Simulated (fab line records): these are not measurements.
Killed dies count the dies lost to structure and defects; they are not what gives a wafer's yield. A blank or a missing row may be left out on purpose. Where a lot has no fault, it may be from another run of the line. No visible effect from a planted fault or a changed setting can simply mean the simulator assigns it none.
fab line records -- flow n5_finfet -- part 2 of 2: steps 22 to 28 of 28
record lots=5, wafers=15, last_day=17
route steps=1938 shown BEOL_M10@1490
lots with no fault: from the same line, run without faults
start_h: hours from the record's opening day to when the first of the lot's shown wafers began -- wait_h: hours since the lot's step before -- " same as the row above -- L1.1+2: a single row standing in for several wafers -- - either no value or no given start -- * or withheld: withheld -- < > ~ a bound
route shown NAME@n: names a module that has steps shown in the file, with the first one's number in the route -- usual: average and standard deviation across the fault-free wafers -- same: alike in all rows -- chamber/n: place in a boat -- sites: per-site readings -- _std_site: standard deviation of those values -- _edge_site: outer sites' mean less inner sites' -- radius_mm: how far each site lies from the wafer's centre -- mask NAME#n: copy n -- behind: the tool/chamber that last shaped the wafer -- hold: what put the lot on hold/how long, in hours/how the hold closed -- device: whichever transistor did not switch (one of n, p or np) -- end of line: tests run on the same wafers once the route is complete -- where a step has no rows: the recipe by itself -- killed: not the wafer's yield, but the dies lost to structure and defects at the first sort -- map: the dies of a wafer, with x for killed, . for not killed, _ for no die there
set.NAME: the setting the step ran with; set.NAME@STEP: the setting that earlier step ran with -- model.NAME: the simulator's own value behind a step, which no gauge read
lots seen at some steps along the route; tables by step, rows by wafer
services: when a tool's chamber went out of use (start_h, in hours from the record's first day, below 0 if earlier), for how many hours, and the reason
## steps
# step N5_BEOL_M10_STRIP_36
# recipe chemistry=N2/H2, power_w=450, temp_c=40, pressure_mtorr=20, rf_frequency_hz=6e+07, overash_fraction=0.3, bias_power_w=7, h2_frac=0.5, n2_flow_sccm=200, h2_flow_sccm=200
# usual drypump_motor_current_A=5.9/0.48, oes_product_au=0.77/0.071, rf_vpp_V=59.5/1.7, showerhead_plenum_p_Torr=2.60/0.074, throttle_valve_pct=23.69/0.29
lot.wafer,tool,chamber,start_h,wait_h,drypump_motor_current_A,oes_product_au,rf_hours_counter_h,rf_vpp_V,showerhead_plenum_p_Torr,throttle_valve_pct
L076.3,rie_diel-02,3,277.07,0.0,5.8,0.80,126,58.1,2.66,24.01
L076.4,rie_diel-02,2,277.07,0.0,6.0,0.90,24,57.9,2.70,23.53
L076.6,rie_diel-02,2,277.07,0.0,6.1,0.90,-,62.6,2.70,23.52
L080.1,rie_diel-05,1,285.54,0.0,4.9,0.80,84,57.1,2.45,23.22
L080.2,rie_diel-05,2,285.54,0.0,6.0,0.93,7,59.9,2.60,23.12
L080.4,rie_diel-05,3,285.54,0.0,6.4,0.69,228,59.6,2.60,23.61
L081.1,rie_diel-02,1,295.59,0.0,5.0,0.82,76,59.8,2.47,23.77
L081.4,rie_diel-02,3,295.59,0.0,5.8,0.79,131,60.9,2.66,23.99
L081.6,rie_diel-02,0,295.59,0.0,6.2,0.69,-,58.9,2.61,23.68
L091.1,rie_diel-05,1,356.60,0.0,4.9,0.79,109,58.7,2.44,23.23
L091.3,rie_diel-05,3,356.60,0.0,6.4,0.70,248,59.7,2.59,23.69
L091.4,rie_diel-05,3,356.60,0.0,6.4,0.67,-,56.9,2.59,23.64
L094.1,rie_diel-02,1,367.87,0.0,5.0,0.82,102,59.4,2.46,23.83
L094.3,rie_diel-02,3,367.87,0.0,5.8,0.77,160,62.0,2.64,24.01
L094.4,rie_diel-02,2,367.87,0.0,6.1,0.85,57,62.2,2.69,23.55
# step N5_BEOL_M10_TRENCH_ETCH_37
# recipe chemistry=C4F6/O2, target_depth_a=1488.3, target=SiCOH_lowk, time_s=48, ion_energy_ev=250, pressure_mtorr=30, source_w=345, bias_w=185, Ar_flow_sccm=300, C4F6_flow_sccm=10, O2_flow_sccm=10
# usual drypump_motor_current_A=5.9/0.48, oes_product_au=0.77/0.069, rf_vpp_V=670/7.8, showerhead_plenum_p_Torr=2.91/0.081, throttle_valve_pct=20.96/0.21
lot.wafer,tool,chamber,start_h,wait_h,drypump_motor_current_A,oes_product_au,rf_hours_counter_h,rf_vpp_V,showerhead_plenum_p_Torr,throttle_valve_pct
L076.3,rie_diel-02,3,-,-,5.8,0.80,126,676,2.98,21.15
L076.4,rie_diel-02,2,-,-,6.0,0.88,24,676,3.03,20.94
L076.6,rie_diel-02,2,-,-,6.1,0.89,-,675,3.03,20.94
L080.1,rie_diel-05,1,-,-,4.9,0.83,84,660,2.77,20.78
L080.2,rie_diel-05,2,-,-,5.9,0.93,7,669,2.90,20.40
L080.4,rie_diel-05,3,-,-,6.4,0.69,228,670,2.92,21.17
L081.1,rie_diel-02,1,-,-,5.0,0.83,76,660,2.76,20.83
L081.4,rie_diel-02,3,-,-,5.8,0.80,131,674,2.97,21.17
L081.6,rie_diel-02,0,-,-,6.2,0.70,-,680,2.94,21.07
L091.1,rie_diel-05,1,-,-,4.9,0.80,109,662,2.76,20.82
L091.3,rie_diel-05,3,-,-,6.4,0.68,248,672,2.92,21.21
L091.4,rie_diel-05,3,-,-,6.4,0.68,-,671,2.92,21.19
L094.1,rie_diel-02,1,-,-,5.0,0.80,102,660,2.75,20.87
L094.3,rie_diel-02,3,-,-,5.8,0.77,160,676,2.96,21.21
L094.4,rie_diel-02,2,-,-,6.1,0.84,57,674,3.01,21.00
# step N5_BEOL_M10_ETCH_41
# recipe chemistry=CH3F/O2, target=SiCN, target_depth_a=426, taper_deg=2, time_s=86, ion_energy_ev=120, mask_material=TiN, pressure_mtorr=30, source_w=395, bias_w=75, Ar_flow_sccm=150, CH3F_flow_sccm=30, O2_flow_sccm=20
# usual drypump_motor_current_A=5.9/0.48, oes_product_au=0.77/0.07, rf_vpp_V=298.1/1.4, showerhead_plenum_p_Torr=2.05/0.059, throttle_valve_pct=16.35/0.2
lot.wafer,tool,chamber,start_h,wait_h,drypump_motor_current_A,oes_product_au,rf_hours_counter_h,rf_vpp_V,showerhead_plenum_p_Torr,throttle_valve_pct
L076.3,rie_diel-02,3,-,-,5.8,0.80,126,297.1,2.09,16.50
L076.4,rie_diel-02,2,-,-,6.0,0.89,24,301.0,2.13,16.27
L076.6,rie_diel-02,2,-,-,6.1,0.90,-,300.0,2.13,16.30
L080.1,rie_diel-05,1,-,-,4.9,0.82,84,296.5,1.94,16.19
L080.2,rie_diel-05,2,-,-,6.0,0.94,7,299.9,2.04,15.79
L080.4,rie_diel-05,3,-,-,6.4,0.69,228,297.6,2.06,16.59
L081.1,rie_diel-02,1,-,-,5.0,0.83,76,295.8,1.94,16.20
L081.4,rie_diel-02,3,-,-,5.8,0.79,131,298.2,2.09,16.52
L081.6,rie_diel-02,0,-,-,6.1,0.69,-,296.8,2.07,16.45
L091.1,rie_diel-05,1,-,-,4.9,0.80,109,296.0,1.94,16.24
L091.3,rie_diel-05,3,-,-,6.3,0.68,248,300.0,2.05,16.64
L091.4,rie_diel-05,3,-,-,6.3,0.68,-,297.3,2.05,16.64
L094.1,rie_diel-02,1,-,-,5.0,0.79,102,295.7,1.93,16.26
L094.3,rie_diel-02,3,-,-,5.8,0.77,160,299.6,2.08,16.56
L094.4,rie_diel-02,2,-,-,6.1,0.84,57,301.0,2.12,16.34
# step N5_BEOL_M10_STRIP_77
# recipe chemistry=N2/H2, time_s=10, power_w=450, temp_c=40, pressure_mtorr=20, rf_frequency_hz=6e+07, bias_power_w=7, n2_flow_sccm=200, h2_flow_sccm=200
# usual drypump_motor_current_A=5.9/0.48, oes_product_au=0.78/0.072, rf_vpp_V=59.3/0.84, showerhead_plenum_p_Torr=2.60/0.074, throttle_valve_pct=23.69/0.29
lot.wafer,tool,chamber,start_h,wait_h,drypump_motor_current_A,oes_product_au,rf_hours_counter_h,rf_vpp_V,showerhead_plenum_p_Torr,throttle_valve_pct
L076.3,rie_diel-02,3,-,-,5.8,0.80,126,59.3,2.66,24.01
L076.4,rie_diel-02,2,-,-,6.1,0.89,24,60.2,2.70,23.51
L076.6,rie_diel-02,2,-,-,6.0,0.90,-,58.9,2.70,23.52
L080.1,rie_diel-05,1,-,-,4.9,0.83,84,59.2,2.45,23.22
L080.2,rie_diel-05,2,-,-,5.9,0.95,7,58.9,2.60,23.15
L080.4,rie_diel-05,3,-,-,6.4,0.69,229,61.1,2.60,23.61
L081.1,rie_diel-02,1,-,-,5.0,0.82,76,59.5,2.48,23.80
L081.4,rie_diel-02,3,-,-,5.8,0.79,131,59.4,2.65,24.00
L081.6,rie_diel-02,0,-,-,6.2,0.70,-,59.3,2.61,23.66
L091.1,rie_diel-05,1,-,-,4.9,0.81,109,58.6,2.44,23.25
L091.3,rie_diel-05,3,-,-,6.4,0.68,248,60.7,2.59,23.66
L091.4,rie_diel-05,3,-,-,6.4,0.68,-,59.6,2.59,23.65
L094.1,rie_diel-02,1,-,-,5.0,0.81,102,58.3,2.47,23.83
L094.3,rie_diel-02,3,-,-,5.8,0.77,160,60.0,2.64,24.04
L094.4,rie_diel-02,2,-,-,6.1,0.84,57,58.6,2.69,23.58
# step N5_BEOL_M10_OCD_MEAS_38
# usual trench_depth_nm=148.1/1.8
lot.wafer,tool,chamber,start_h,wait_h,trench_depth_nm
L076.3,ocd-02,-,277.29,-,150.8
L076.4,ocd-02,-,277.29,-,149.2
L076.6,ocd-02,-,277.29,-,149.5
L080.1,ocd-02,-,285.76,-,148.1
L080.2,ocd-02,-,285.76,-,151.3
L080.4,ocd-02,-,285.76,-,147.7
L081.1,ocd-02,-,295.81,-,149.0
L081.4,ocd-02,-,295.81,-,150.4
L081.6,ocd-02,-,295.81,-,148.6
L091.1,ocd-02,-,356.82,-,148.8
L091.3,ocd-02,-,356.82,-,147.4
L091.4,ocd-02,-,356.82,-,148.9
L094.1,ocd-02,-,368.09,-,148.1
L094.3,ocd-02,-,368.09,-,151.9
L094.4,ocd-02,-,368.09,-,148.2
# step N5_BEOL_M10_HM_STRIP_39
# recipe chemistry=peroxide_tin_strip, material=TiN, target_depth_a=250, temp_c=50, time_s=158
# usual bath_guard_temp_C=50.1/0.45, bath_heat_duty_pct=7.6/0.83
lot.wafer,tool,chamber,start_h,wait_h,bath_guard_temp_C,bath_heat_duty_pct
L076.3,wet_bench-06,0,277.32,0.0,50.7,7.1
L076.4,wet_bench-06,4,277.32,0.0,50.0,7.8
L076.6,wet_bench-06,1,277.32,0.0,50.5,8.1
L080.1,wet_bench-03,4,285.79,0.0,49.8,7.8
L080.2,wet_bench-03,3,285.79,0.0,50.4,8.4
L080.4,wet_bench-03,6,285.79,0.0,50.5,6.9
L081.1,wet_bench-05,5,295.84,0.0,49.8,6.8
L081.4,wet_bench-05,1,295.84,0.0,50.1,8.1
L081.6,wet_bench-05,3,295.84,0.0,49.5,6.6
L091.1,wet_bench-03,7,356.86,0.0,50.4,6.9
L091.3,wet_bench-03,4,356.86,0.0,50.0,7.6
L091.4,wet_bench-03,3,356.86,0.0,50.8,8.4
L094.1,wet_bench-03,2,368.12,0.0,49.9,8.7
L094.3,wet_bench-03,1,368.12,0.0,49.3,9.0
L094.4,wet_bench-03,5,368.12,0.0,49.8,6.9
# step N5_BEOL_M10_SRD_40
# recipe time_s=30, temp_c=23, rinse_liquid=diw, dry=ipa_marangoni
# usual bath_heat_duty_pct=3.9/0.51
lot.wafer,tool,chamber,start_h,wait_h,bath_heat_duty_pct
L076.3,wet_bench-06,0,277.37,0.0,4.0
L076.4,wet_bench-06,4,277.37,0.0,4.2
L076.6,wet_bench-06,1,277.37,0.0,4.3
L080.1,wet_bench-03,4,285.84,0.0,3.5
L080.2,wet_bench-03,3,285.84,0.0,4.1
L080.4,wet_bench-03,6,285.84,0.0,3.6
L081.1,wet_bench-05,5,295.89,0.0,3.2
L081.4,wet_bench-05,1,295.89,0.0,3.9
L081.6,wet_bench-05,3,295.89,0.0,3.4
L091.1,wet_bench-03,7,356.90,0.0,3.4
L091.3,wet_bench-03,4,356.90,0.0,4.0
L091.4,wet_bench-03,3,356.90,0.0,4.5
L094.1,wet_bench-03,2,368.17,0.0,4.0
L094.3,wet_bench-03,1,368.17,0.0,5.2
L094.4,wet_bench-03,5,368.17,0.0,4.5
## services
tool,chamber,start_h,hours,kind
rie_diel-03,0,253.76,5.9,repair
arfi_scanner-02,-,257.20,1.3,pm
arfi_scanner-02,-,272.78,1.0,pm
litho_track-01,-,275.78,-,consumable_replace:filter
rie_diel-05,1,276.26,3.2,repair
rie_metal-02,0,278.71,-,clean
rie_metal-02,0,278.71,33.9,scheduled_down
rie_metal-01,1,285.68,20.6,repair
arfi_scanner-01,-,293.96,0.4,repair
arfi_scanner-02,0,295.36,-,calibration
litho_track-03,-,311.52,-,consumable_replace:filter
rie_diel-05,-,322.76,14.6,pm
rie_metal-02,-,331.56,0.9,repair
litho_track-01,-,334.29,-,consumable_replace:filter
arfi_scanner-01,-,336.64,0.5,repair
rie_diel-05,0,341.64,21.4,repair
arfi_scanner-01,-,347.56,4.9,pm
arfi_scanner-01,-,356.86,3.9,repair
arfi_scanner-01,-,360.80,1.3,pm
rie_diel-05,3,363.02,-,clean
rie_diel-05,3,363.02,-,consumable_replace:focus_ring
rie_diel-05,3,363.02,17.6,scheduled_down
rie_diel-05,3,363.02,17.6,vent_cycle
rie_diel-05,1,364.89,25.3,repair
